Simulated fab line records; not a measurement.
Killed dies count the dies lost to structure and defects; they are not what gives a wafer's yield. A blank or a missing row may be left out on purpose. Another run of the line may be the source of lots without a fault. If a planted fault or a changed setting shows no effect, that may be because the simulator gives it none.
fab line records + flow nandHarc
record:
- lots: 5
- wafers: 15
- lastDay: 33
route steps=1302 shown P_GATE@170 END@1302
lots with no fault: from the same line, run without faults
startH: the number of hours between the record's first day and the start of the first shown wafer of the lot + waitH: time in hours since the lot's previous step + " repeats the value in the row above + L1.1+2: one row covering several wafers at once + - no value present, or no start provided + * or withheld: withheld + < > ~ a bound
route shown NAME@n: a module of which the file shows steps, and the number in the route of the first + usual: mean/standard deviation of fault-free wafers + same: alike in all rows + chamber/n: place in a boat + sites: per-site readings + _std_site: how widely they spread, as a standard deviation + _edge_site: the outer-site mean with the inner-site mean subtracted + radiusMm: for every site, how far away it sits from the centre of the wafer + mask NAME#n: copy n + behind: the most recent tool/chamber to have shaped the wafer + hold: why the lot went on hold/how many hours it stayed there/how the hold came to an end + device: names the non-switching transistor (n, p or np) + end of line: tests run on the same wafers once the route is complete + step lacking rows: just its recipe + killed: the dies lost at the first sort to structure and to defects; this is not the yield of the wafer + map: per-die view of a wafer (x killed, . not killed, _ where there is no die)
set.NAME: the setting the step ran with; set.NAME@STEP: the setting that earlier step ran with + model.NAME: the simulator's own value behind a step, which no gauge read
lots seen at some steps along the route; tables by step, rows by wafer
services: when a tool's chamber went out of use (startH, in hours from the record's first day, below 0 if earlier), for how many hours, and the reason
== steps ==
step: NHARC_P_GATE_CD_MEAS_46
recipe:
- targetCdNm: 720
- landingEnergyEv: 500
usual:
- cdNm: 721.1/2.3
| lot.wafer | tool     | chamber | startH | waitH | cdNm  |
|-----------|----------|---------|--------|-------|-------|
| L365.1    | cdSem-02 | 0       | 105.31 | -     | 722.7 |
| L365.4    | "        | 0       | "      | "     | 719.9 |
| L365.5    | "        | 0       | "      | "     | 721.8 |
| L373.2    | cdSem-02 | 0       | 195.60 | -     | 722.6 |
| L373.3    | "        | 0       | "      | "     | 718.4 |
| L373.5    | "        | 0       | "      | "     | 721.9 |
| L382.2    | cdSem-01 | 0       | 278.62 | -     | 726.1 |
| L382.3    | "        | 0       | "      | "     | 725.8 |
| L382.6    | "        | 0       | "      | "     | 725.6 |
| L386.1    | cdSem-02 | 0       | 317.97 | -     | 720.2 |
| L386.5    | "        | 0       | "      | "     | 721.3 |
| L386.6    | "        | 0       | "      | "     | 721.7 |
| L387.1    | cdSem-01 | 0       | 334.83 | -     | 718.8 |
| L387.2    | "        | 0       | "      | "     | 721.8 |
| L387.3    | "        | 0       | "      | "     | 719.9 |
step: NHARC_P_GATE_HARDBAKE_47
recipe:
- tempC: 125
- timeS: 80
step: NHARC_P_GATE_DESCUM_48
recipe:
- timeS: 3
- o2FlowSccm: 200
- arFlowSccm: 0
- biasPowerW: 0
- chemistry: O2
usual:
- chamberPressureMTorr: 59.99/0.059
- drypumpMotorCurrentA: 5.8/0.45
- oesProductAu: 0.999/0.014
- rfVppV: 57.9/0.92
- showerheadPlenumPTorr: 1.96/0.078
- throttleValvePct: 11.312/0.0085
| lot.wafer | tool       | chamber | startH | waitH | chamberPressureMTorr | drypumpMotorCurrentA | oesProductAu | rfHoursCounterH | rfVppV | showerheadPlenumPTorr | throttleValvePct |
|-----------|------------|---------|--------|-------|----------------------|----------------------|--------------|-----------------|--------|-----------------------|------------------|
| L365.1    | rieDiel-09 | 1       | 105.48 | -     | 60.05                | 5.4                  | 0.989        | 10              | 57.2   | 2.04                  | 11.302           |
| L365.4    | "          | 3       | "      | "     | 60.08                | 6.2                  | 0.971        | 10              | 57.3   | 1.99                  | 11.300           |
| L365.5    | "          | 0       | "      | "     | 60.08                | 5.7                  | 1.018        | -               | 59.1   | 2.07                  | 11.294           |
| L373.3    | rieDiel-09 | 2       | 195.76 | -     | 60.02                | 5.1                  | 1.007        | 1               | 57.2   | 1.92                  | 11.309           |
| L373.2    | "          | 3       | "      | "     | 60.04                | 6.3                  | 0.997        | 2               | 56.7   | 1.99                  | 11.310           |
| L373.5    | "          | 2       | "      | "     | 59.96                | 5.1                  | 1.002        | -               | 58.4   | 1.92                  | 11.308           |
| L382.2    | rieDiel-05 | 2       | 278.80 | -     | 60.07                | 5.7                  | 1.006        | 2               | 58.4   | 1.98                  | 11.300           |
| L382.3    | "          | 0       | "      | "     | 59.98                | 5.3                  | 1.013        | 2               | 58.2   | 1.80                  | 11.307           |
| L382.6    | "          | 2       | "      | "     | 60.04                | 5.7                  | 1.006        | -               | 58.3   | 1.98                  | 11.325           |
| L386.1    | rieDiel-10 | 2       | 318.14 | -     | 59.93                | 5.6                  | 1.003        | 4               | 58.8   | 2.04                  | 11.314           |
| L386.6    | "          | 1       | "      | "     | 60.03                | 6.7                  | 1.008        | -               | 57.2   | 2.01                  | 11.311           |
| L386.5    | "          | 2       | "      | "     | 60.09                | 5.6                  | 1.010        | -               | 57.7   | 2.04                  | 11.315           |
| L387.1    | rieDiel-05 | 3       | 335.01 | -     | 60.06                | 6.3                  | 1.001        | 5               | 58.5   | 1.88                  | 11.315           |
| L387.3    | "          | 0       | "      | "     | 59.97                | 5.3                  | 1.017        | 6               | 57.2   | 1.80                  | 11.313           |
| L387.2    | "          | 1       | "      | "     | 60.07                | 6.3                  | 0.978        | 6               | 58.0   | 1.93                  | 11.323           |
step: NHARC_P_GATE_IMPLANT_49
recipe:
- energyKev: 30
- doseCm2: 3e+15
- tiltDeg: 7
step: NHARC_P_GATE_STRIP_111
recipe:
- powerW: 1500
- tempC: 110
- timeS: 250
- chemistry: N2/H2
usual:
- drypumpMotorCurrentA: 5.52/0.15
- heaterPowerW: 88/3.1
| lot.wafer | tool           | chamber | startH | waitH | drypumpMotorCurrentA | heaterPowerW | rfHoursCounterH |
|-----------|----------------|---------|--------|-------|----------------------|--------------|-----------------|
| L365.1    | plasmaAsher-01 | 0       | 105.88 | 0.2   | 5.79                 | 91           | 25              |
| L365.4    | "              | 0       | "      | "     | 5.80                 | 91           | -               |
| L365.5    | "              | 1       | "      | "     | 5.44                 | 87           | -               |
| L373.2    | plasmaAsher-02 | 1       | 196.18 | 0.2   | 5.38                 | 83           | 22              |
| L373.3    | "              | 1       | "      | "     | 5.37                 | 85           | -               |
| L373.5    | "              | 0       | "      | "     | 5.53                 | 89           | -               |
| L382.2    | plasmaAsher-02 | 0       | 279.16 | 0.2   | 5.54                 | 89           | 6               |
| L382.3    | "              | 1       | "      | "     | 5.35                 | 91           | -               |
| L382.6    | "              | 0       | "      | "     | 5.55                 | 89           | -               |
| L386.1    | plasmaAsher-02 | 1       | 318.55 | 0.2   | 5.36                 | 88           | 13              |
| L386.6    | "              | 0       | "      | "     | 5.56                 | 89           | -               |
| L386.5    | "              | 1       | "      | "     | 5.37                 | 89           | -               |
| L387.1    | plasmaAsher-02 | 0       | 335.36 | 0.2   | 5.59                 | 92           | 16              |
| L387.2    | "              | 1       | "      | "     | 5.34                 | 89           | 16              |
| L387.3    | "              | 1       | "      | "     | 5.35                 | 89           | -               |
step: NHARC_P_GATE_STRIP_75
recipe:
- powerW: 1500
- tempC: 250
- chemistry: O2
usual:
- drypumpMotorCurrentA: 5.52/0.16
- heaterPowerW: 328/12
| lot.wafer | tool           | chamber | startH | waitH | drypumpMotorCurrentA | heaterPowerW | rfHoursCounterH |
|-----------|----------------|---------|--------|-------|----------------------|--------------|-----------------|
| L365.1    | plasmaAsher-01 | 0       | 106.14 | 0.2   | 5.81                 | 334          | 26              |
| L365.4    | "              | 0       | "      | "     | 5.81                 | 332          | -               |
| L365.5    | "              | 1       | "      | "     | 5.44                 | 332          | -               |
| L373.2    | plasmaAsher-02 | 1       | 196.44 | 0.2   | 5.37                 | 303          | 22              |
| L373.3    | "              | 1       | "      | "     | 5.37                 | 311          | -               |
| L373.5    | "              | 0       | "      | "     | 5.54                 | 318          | -               |
| L382.2    | plasmaAsher-02 | 0       | 279.45 | 0.2   | 5.52                 | 344          | 6               |
| L382.3    | "              | 1       | "      | "     | 5.35                 | 334          | -               |
| L382.6    | "              | 0       | "      | "     | 5.59                 | 344          | -               |
| L386.1    | plasmaAsher-02 | 1       | 318.82 | 0.2   | 5.36                 | 325          | 13              |
| L386.6    | "              | 0       | "      | "     | 5.58                 | 344          | -               |
| L386.5    | "              | 1       | "      | "     | 5.37                 | 338          | -               |
| L387.1    | plasmaAsher-02 | 0       | 335.66 | 0.3   | 5.57                 | 343          | 16              |
| L387.2    | "              | 1       | "      | "     | 5.35                 | 337          | 16              |
| L387.3    | "              | 1       | "      | "     | 5.37                 | 332          | -               |
step: NHARC_P_GATE_STRIP_50
recipe:
- timeS: 900
- tempC: 130
- chemistry: SPM
step: NHARC_P_GATE_DEHYDRATE_51
recipe:
- tempC: 150
- timeS: 120
step: NHARC_P_GATE_HMDS_52
recipe:
- timeS: 30
step: NHARC_P_GATE_COAT_53
recipe:
- spinRpm: 3000
step: NHARC_P_GATE_SOFTBAKE_54
recipe:
- tempC: 122
- timeS: 95
step: NHARC_P_GATE_EBR_55
step: NHARC_P_GATE_EXPOSE_56
recipe:
- na: 0.6
- targetCdNm: 720
- doseMj: 14.81
- maskId: P_PSD
| lot.wafer  | tool          | chamber | startH | waitH | mask       |
|------------|---------------|---------|--------|-------|------------|
| L365.1+4+5 | krfScanner-01 | 0       | 106.90 | -     | P_PSD#0    |
| L373.2+3+5 | krfScanner-03 | 0       | 197.20 | -     | P_PSD_R1#0 |
| L382.2+3+6 | krfScanner-03 | 0       | 280.11 | -     | P_PSD#0    |
| L386.1+5+6 | krfScanner-03 | 0       | 319.45 | -     | P_PSD#0    |
| L387.1+2+3 | krfScanner-04 | 0       | 336.43 | -     | P_PSD#0    |
step: NHARC_P_GATE_PEB_57
recipe:
- pebTempC: 118
- pebTimeS: 85
step: NHARC_END_SORT_01
recipe:
- tempC: 25
usual:
- killedAtArray: 59/21
- killedAtOther: 0.8/1.1
- killedAtPeriphery: 4.1/2.8
- killedDies: 64/20
- killedOpen: 3.1/1.7
- killedShort: 2.4/1.6
same:
- grossDies: 677
| lot.wafer | tool      | chamber | startH | waitH | killedAtArray | killedAtOther | killedAtPeriphery | killedDies | killedOpen | killedShort |
|-----------|-----------|---------|--------|-------|---------------|---------------|-------------------|------------|------------|-------------|
| L365.1    | prober-02 | 0       | 561.38 | 2.5   | 55            | 1             | 4                 | 60         | 3          | 3           |
| L365.4    | prober-02 | 0       | 563.74 | 3.4   | 48            | 2             | 2                 | 52         | 4          | 4           |
| L365.5    | prober-02 | 0       | 564.53 | 3.6   | 45            | 1             | 0                 | 46         | 3          | 2           |
| L373.2    | prober-01 | 0       | 641.06 | 2.8   | 55            | 1             | 4                 | 60         | 3          | 1           |
| L373.3    | prober-01 | 0       | 641.84 | 3.1   | 37            | 0             | 7                 | 44         | 1          | 2           |
| L373.5    | prober-01 | 0       | 643.42 | 3.6   | 49            | 0             | 5                 | 54         | 3          | 0           |
| L382.2    | prober-02 | 0       | 744.26 | 2.8   | 56            | 0             | 3                 | 59         | 4          | 2           |
| L382.3    | prober-02 | 0       | 745.05 | 3.1   | 59            | 0             | 2                 | 61         | 1          | 7           |
| L382.6    | prober-02 | 0       | 747.44 | 4.0   | 44            | 0             | 3                 | 47         | 4          | 2           |
| L386.1    | prober-02 | 0       | 765.21 | 2.5   | 33            | 0             | 4                 | 37         | 1          | 3           |
| L386.5    | prober-02 | 0       | 768.44 | 3.7   | 24            | 0             | 5                 | 29         | 0          | 1           |
| L386.6    | prober-02 | 0       | 769.25 | 4.0   | 25            | 1             | 4                 | 30         | 5          | 2           |
| L387.1    | prober-02 | 0       | 780.81 | 2.5   | 49            | 1             | 0                 | 50         | 1          | 3           |
| L387.2    | prober-02 | 0       | 781.61 | 2.8   | 58            | 1             | 3                 | 62         | 5          | 1           |
| L387.3    | prober-02 | 0       | 782.41 | 3.1   | 63            | 0             | 3                 | 66         | 6          | 1           |
killed by level:class
L365.1 A_CHANNEL_HOLE_D2:chamberFilmFlake=35 A_STAIRCASE:chamberFilmFlake=9 A_ZERO_WELL:chamberFilmFlake=3 A_CONTACT:chamberFilmFlake=3 P_CONTACT:geometricParticle:open=2 P_CONTACT:geometricParticle:short=1 A_ONON_D1:geometricParticle:short=1 A_WL_FILL:geometricParticle:short=1
L365.4 A_CHANNEL_HOLE_D2:chamberFilmFlake=29 A_STAIRCASE:chamberFilmFlake=8 A_CHANNEL_FILL_D1:geometricParticle:short=3 A_WL_FILL:geometricParticle:open=2 THIN_TSV:chamberFilmFlake=2 A_DECK1_JOINT:geometricParticle:open=1 A_CHANNEL_FILL_D2:geometricParticle:open=1 A_M1:geometricParticle:short=1
L365.5 A_CHANNEL_HOLE_D2:chamberFilmFlake=29 A_STAIRCASE:chamberFilmFlake=7 A_CHANNEL_FILL_D2:geometricParticle:short=2 A_CONTACT:chamberFilmFlake=2 A_ONON_D1:geometricParticle:open=1 A_DECK1_JOINT:geometricParticle:open=1 A_CONTACT:geometricParticle:open=1 A_CHANNEL_FILL_D1:chamberFilmFlake=1
L373.2 A_CHANNEL_HOLE_D2:chamberFilmFlake=37 P_ZERO_WELL:chamberFilmFlake=3 A_CHANNEL_FILL_D2:geometricParticle:open=2 A_CHANNEL_HOLE_D1:chamberFilmFlake=2 A_DECK1_JOINT:chamberFilmFlake=2 A_CHANNEL_FILL_D2:chamberFilmFlake=2 A_STAIRCASE:chamberFilmFlake=2 A_SLIT:chamberFilmFlake=2
L373.3 A_CHANNEL_HOLE_D2:chamberFilmFlake=26 A_STAIRCASE:chamberFilmFlake=4 P_M1:chamberFilmFlake=3 P_BONDPAD:chamberFilmFlake=3 A_DECK1_JOINT:geometricParticle:short=1 A_M1:geometricParticle:open=1 A_M1:geometricParticle:short=1 P_GATE:chamberFilmFlake=1
L373.5 A_CHANNEL_HOLE_D2:chamberFilmFlake=31 A_STAIRCASE:chamberFilmFlake=7 A_CHANNEL_HOLE_D1:chamberFilmFlake=4 A_CONTACT:chamberFilmFlake=3 P_BONDPAD:chamberFilmFlake=2 A_DECK1_JOINT:geometricParticle:open=1 A_ONON_D2:geometricParticle:open=1 A_M0:geometricParticle:open=1
L382.2 A_SLIT:chamberFilmFlake=35 A_CHANNEL_HOLE_D1:chamberFilmFlake=11 A_STAIRCASE:chamberFilmFlake=6 P_CONTACT:geometricParticle:open=1 P_M0:geometricParticle:open=1 P_M2:geometricParticle:open=1 A_SOURCE_PLATE:geometricParticle:short=1 A_DECK1_JOINT:geometricParticle:short=1
L382.3 A_SLIT:chamberFilmFlake=28 A_CHANNEL_HOLE_D1:chamberFilmFlake=11 A_CONTACT:chamberFilmFlake=5 A_STAIRCASE:chamberFilmFlake=3 A_WL_FILL:chamberFilmFlake=3 A_CHANNEL_FILL_D1:geometricParticle:short=2 A_BLC:geometricParticle:short=2 A_DECK1_JOINT:chamberFilmFlake=2
L382.6 A_SLIT:chamberFilmFlake=26 A_CHANNEL_HOLE_D1:chamberFilmFlake=8 A_STAIRCASE:chamberFilmFlake=3 P_GATE:chamberFilmFlake=2 P_GATE:geometricParticle:open=1 A_CHANNEL_FILL_D1:geometricParticle:short=1 A_CHANNEL_HOLE_D2:geometricParticle:open=1 A_WL_FILL:geometricParticle:short=1
L386.1 A_CHANNEL_HOLE_D1:chamberFilmFlake=14 A_SLIT:chamberFilmFlake=6 A_STAIRCASE:chamberFilmFlake=4 A_M0:geometricParticle:short=2 P_ZERO_WELL:chamberFilmFlake=2 A_CONTACT:chamberFilmFlake=2 A_CHANNEL_FILL_D1:geometricParticle:short=1 A_CONTACT:geometricParticle:open=1
L386.5 A_CHANNEL_HOLE_D1:chamberFilmFlake=10 A_SLIT:chamberFilmFlake=7 P_ZERO_WELL:chamberFilmFlake=4 A_WL_FILL:chamberFilmFlake=3 A_CHANNEL_HOLE_D2:geometricParticle:short=1 P_GATE:chamberFilmFlake=1 A_CHANNEL_FILL_D1:chamberFilmFlake=1 A_CONTACT:chamberFilmFlake=1
L386.6 A_CHANNEL_HOLE_D1:chamberFilmFlake=10 A_SLIT:chamberFilmFlake=4 P_ZERO_WELL:chamberFilmFlake=2 A_CHANNEL_HOLE_D2:chamberFilmFlake=2 A_SOURCE_PLATE:geometricParticle:open=1 A_ONON_D1:geometricParticle:open=1 A_CHANNEL_HOLE_D1:geometricParticle:open=1 A_WL_FILL:geometricParticle:short=1
L387.1 A_SLIT:chamberFilmFlake=21 A_CONTACT:chamberFilmFlake=14 A_CHANNEL_HOLE_D1:chamberFilmFlake=3 A_CHANNEL_FILL_D1:chamberFilmFlake=3 A_SGD_CUT:chamberFilmFlake=2 A_CHANNEL_FILL_D1:geometricParticle:short=1 A_WL_FILL:geometricParticle:short=1 A_WL_FILL:geometricParticle:open=1
L387.2 A_SLIT:chamberFilmFlake=34 A_CONTACT:chamberFilmFlake=8 A_SGD_CUT:chamberFilmFlake=4 A_BLC:chamberFilmFlake=3 A_M0:geometricParticle:open=2 P_GATE:chamberFilmFlake=2 P_M0:geometricParticle:open=1 A_CHANNEL_HOLE_D2:geometricParticle:open=1
L387.3 A_SLIT:chamberFilmFlake=26 A_BLC:chamberFilmFlake=8 A_SGD_CUT:chamberFilmFlake=6 A_CONTACT:chamberFilmFlake=6 A_CHANNEL_HOLE_D1:chamberFilmFlake=4 A_CHANNEL_HOLE_D2:chamberFilmFlake=3 A_STAIRCASE:chamberFilmFlake=2 P_GATE:geometricParticle:open=1
== services ==
| tool           | chamber | startH | hours | kind   |
|----------------|---------|--------|-------|--------|
| krfScanner-01  | -       | 81.59  | 9.1   | repair |
| rieDiel-10     | 0       | 103.80 | 17.0  | repair |
| rieDiel-09     | 3       | 106.03 | 1.6   | repair |
| rieDiel-10     | 0       | 121.02 | 50.6  | repair |
| rieDiel-09     | 2       | 123.01 | 3.2   | repair |
| rieDiel-05     | -       | 137.59 | 0.8   | repair |
| rieDiel-10     | -       | 138.73 | 0.2   | repair |
| krfScanner-01  | -       | 140.00 | 4.0   | pm     |
| krfScanner-03  | -       | 141.15 | 0.9   | repair |
| rieDiel-09     | -       | 143.10 | 9.0   | pm     |
| rieDiel-10     | 2       | 148.44 | 4.9   | repair |
| plasmaAsher-01 | -       | 165.03 | 9.0   | pm     |
| rieDiel-10     | 2       | 177.62 | 28.1  | repair |
| krfScanner-04  | -       | 182.00 | 4.0   | pm     |
| rieDiel-10     | 0       | 196.70 | 20.4  | repair |
| krfScanner-03  | -       | 224.03 | 4.0   | pm     |
| rieDiel-09     | 2       | 224.17 | 4.9   | repair |
| rieDiel-05     | -       | 229.60 | 9.0   | pm     |
| plasmaAsher-02 | -       | 245.49 | 1.5   | repair |
| plasmaAsher-02 | -       | 249.18 | 9.0   | pm     |
| rieDiel-09     | 0       | 252.10 | 3.7   | repair |
| rieDiel-05     | 3       | 260.27 | 7.1   | repair |
| rieDiel-09     | 0       | 283.24 | 9.7   | repair |
| rieDiel-09     | -       | 320.10 | 9.0   | pm     |
== key ==
firstSign:
- step: NHARC_P_GATE_EXPOSE_56
- reading: mask
- direction: changed
effect none on later readings
metAt NHARC_P_GATE_EXPOSE_56
struckWafers L373.2,L373.3,L373.5
testerLeftOut L373
fault:
- kind: wrongMask
- tool: any
- chamber: -
- onsetH: 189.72
- steps: NHARC_P_GATE_EXPOSE_56
- auxCopy: P_PSD_R1#0
- cdOffsetNm: -3.3015
- scope: struckLotsOnly
testerLeftOut: of these lots the tester's yield and bins aren't shown, on N5 and GAA mostly nor the transistor test; their killed dies are dies lost to structure and defects alone, not to doping, threshold or leakage, so they don't give the yield
